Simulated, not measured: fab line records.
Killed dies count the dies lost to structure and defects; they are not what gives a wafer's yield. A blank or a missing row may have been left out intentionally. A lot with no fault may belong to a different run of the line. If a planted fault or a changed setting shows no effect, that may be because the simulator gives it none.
Struck lot and sound lot, side by side + flow n5-finfet + 34 out of 1938 route steps
Sound: the wafers L372.1, L372.2, L372.5. Struck: wafer L367.2 (left out: L367.4, a lot-mate that was not struck); the cause follows at the end.
Each step with rows lists, per side, the tool, then ch with its chambers, then its first start. Under that, the readings that differ: sound wafers + struck wafers + difference of the means + sigmas: that difference in standard deviations of wafers without a fault.
alike: readings with means less than 2 such deviations apart, plus words and numbers identical on both sides. not compared: withheld readings, readings lacking a value on some wafer, bounds such as >300 that could conceal the same value, and numbers that have no deviation in the record and whose values overlap.
A row with sigmas, a row that says differs or no value, or rows on one side alone: a step with any of these is where the two part. Numbers that have no deviation but don't overlap get no sigmas and don't part them. Lack of a reading on every wafer of one side parts them only where that side has two or more wafers.

first, 9 steps without rows for these wafers: N5_SD_EPI_P_DEVELOP_08 (develop time 30 s); N5_SD_EPI_P_DESCUM_14 (chemistry O2, time 7.9 s); N5_SD_EPI_P_ETCH_36 (etches SiARC in CF4, target depth 45.5 nm, time 75.8 s); N5_SD_EPI_P_ETCH_37 (etches SOC in N2/H2, overetch 108 nm, time 486 s); N5_SD_EPI_P_STRIP_38 (strips in N2/H2); N5_SD_EPI_P_ETCHBACK_46 (etches SiNx in CH3F/O2, stops on SiO2, target depth 17.5 nm); N5_SD_EPI_P_ETCH_47 (etches SiOCN in CH3F/O2, target depth 25 nm); N5_SD_EPI_P_ETCH_16 (etches SiO2 in CHF3/O2, target depth 5 nm); N5_SD_EPI_P_STRIP_50 (strips in CHF3/O2).
N5_SD_EPI_P_SD_RECESS_17: chemistry HBr/Cl2/O2, target depth 39.1 nm, bt time 3 s.
  sound on rie-si-06 ch 0,2, day 6 15:59; struck on rie-si-01 ch 2, day 5 08:26
| reading                              | sound             | struck | difference | sigmas |
|--------------------------------------|-------------------|--------|------------|--------|
| bias-w (W)                           | 112.4 112.3 112.4 | 111.4  | -1.0       | -3     |
| model.etch.depth-nm (nm)             | 38.87 38.77 38.8  | 29.56  | -9.25      |        |
| model.SD_EPI_P.feature-depth-nm (nm) | 38.8 38.8 38.8    | 29.6   | -9.2       |        |
  alike: O2_flow_sccm, drypump-motor-current-A, oes-product-au, throttle-valve-pct
  not compared: rf-hours-counter-h
then, 22 steps without rows for these wafers: N5_SD_EPI_P_WET_ETCH_45 (etches SiO2 in dHF, time 10.7 s, target depth 2 nm, rinse time 30 s); N5_SD_EPI_P_STRIP_40 (strips in N2/H2); N5_SD_EPI_P_PRECLEAN_52 (cleans in O3/DIW, time 60 s); N5_SD_EPI_P_SRD_20 (time 30 s); N5_SD_EPI_P_PRECLEAN_51 (cleans in NF3:NH3, afs cycles 1, time 20 s, sublimation time 60 s); N5_SD_EPI_P_VAPOR_ETCH_44 (etches SiGe30 in NF3/Ar, time 3.3 s); N5_SD_EPI_P_EPI_21 (deposits SiGe:B, time 355 s); N5_SD_EPI_P_HM_STRIP_48 (strips SiNx in H3PO4, material SiNx, target depth 3 nm); N5_SD_EPI_P_SRD_49 (time 30 s); N5_SD_EPI_P_PRECLEAN_24 (cleans in O3/DIW, time 45 s); N5_SD_EPI_P_PRECLEAN_32 (cleans in dHF, time 10 s); N5_SD_EPI_P_PRECLEAN_33 (cleans in SC2, time 45 s); N5_SD_EPI_P_SRD_25 (time 30 s); N5_SD_ACTIVATION_RTA_00 (time 0 s); N5_SD_ACTIVATION_LSA_01 (time 0.0008 s); N5_ILD0_LINER_00 (material SiNx, target thk 4 nm, pulse time 1 s, purge time 2 s); N5_ILD0_FCVD_FILL_01 (material SiO2 flowable, target thk 200 nm, time 328.3 s); N5_ILD0_CURE_02 (time 1800 s); N5_ILD0_CMP_03 (polishes, stops on SiNx, t overpolish 1.9 s, target thk 197.38 nm); N5_ILD0_CMP_07 (polishes SiO2 flowable, stops on poly-Si, t overpolish 1.18 s, target thk 138.88 nm); N5_ILD0_PRECLEAN_10 (cleans in NF3:NH3, afs cycles 5, time 20 s, sublimation time 60 s); N5_ILD0_ALD_15 (deposits SiNx, target thk 24 nm, pulse time 1 s, ald cycles 480).
-- the record jumps here: 4 days lie between the struck wafers' starts before and after (it left off in module ILD0 and takes up again in module BEOL_M4, whose first step shown is number 1111 of the route) --
N5_BEOL_M4_RC_MEAS_101:
  sound on prober-02 ch 0, day 11 01:24; struck on prober-02 ch 0, day 9 14:28
| reading             | sound                      | struck  | difference | sigmas |
|---------------------|----------------------------|---------|------------|--------|
| CJ_P                | 5.94 5.87 6.05             | 3.72    | -2.23      | -13    |
| DIBL_P (mV/V)       | 35.1 34.5 36.1             | 31.1    | -4.1       | -3     |
| IOFF_P (nA/um)      | 0.194 0.185 0.204          | 0.130   | -0.064     | -2     |
| IOFF_P_LONG (nA/um) | 0.000108 0.000107 0.000109 | 8.4e-05 | -2.4e-05   | -3     |
| ION_P (uA/um)       | 455 454 459                | 411     | -45        | -8     |
| REXT_P (ohm.um)     | 104.7 103.2 104.3          | 110.1   | +6.0       | +3     |
| SS_P (mV/dec)       | 72.9 72.6 73.9             | 71.9    | -1.2       | -2     |
| VT_P (mV)           | -248.7 -252.4 -250.1       | -259.0  | -8.6       | -3     |
| VT_P_LVT (mV)       | -99.3 -100.1 -99.2         | -105.8  | -6.3       | -3     |
  alike: DIBL_N, IOFF_N, ION_N, SS_N, VT_N
-- record jumps: 4 days separate the struck wafers' starts on either side; left off in module BEOL_M4, taken up again in module PASSIVATION, whose first shown step is the route's number 1936 --
N5_PASSIVATION_PROBE_49:
  struck on prober-01, day 13 19:02; sound on prober-02, day 15 05:38
| reading               | sound | struck | difference | sigmas |
|-----------------------|-------|--------|------------|--------|
| killed-at-contacts    | 22    | 5      | -17        | -3     |
| killed-at-other       | 1     | 10     | +9         | +3     |
| killed-short          | 30    | 49     | +19        | +2     |
| sort_bin_6_memory (%) | 3.1   | 4.5    | +1.4       | +2     |
| sort_bin_8_speed (%)  | 0     | 88.73  | +88.73     |        |
| sort-n-pass           | 1072  | 1      | -1071      | -60    |
| sort-yield-pct (%)    | 90.8  | 0.1    | -90.7      | -60    |
  alike: defect-limited-yield, killed_at_M0_to_M3, killed_at_M4_up, killed-at-front-end, killed-dies, killed-open, sort_bin_5_function

== WHERE THEY PART ==
First at N5_SD_EPI_P_SD_RECESS_17; last, within this record, at N5_PASSIVATION_PROBE_49.

WHY: the cause the simulator had injected
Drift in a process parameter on rie-si-01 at N5_SD_EPI_P_SD_RECESS_17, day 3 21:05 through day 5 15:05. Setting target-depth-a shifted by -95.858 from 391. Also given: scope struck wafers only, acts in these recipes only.
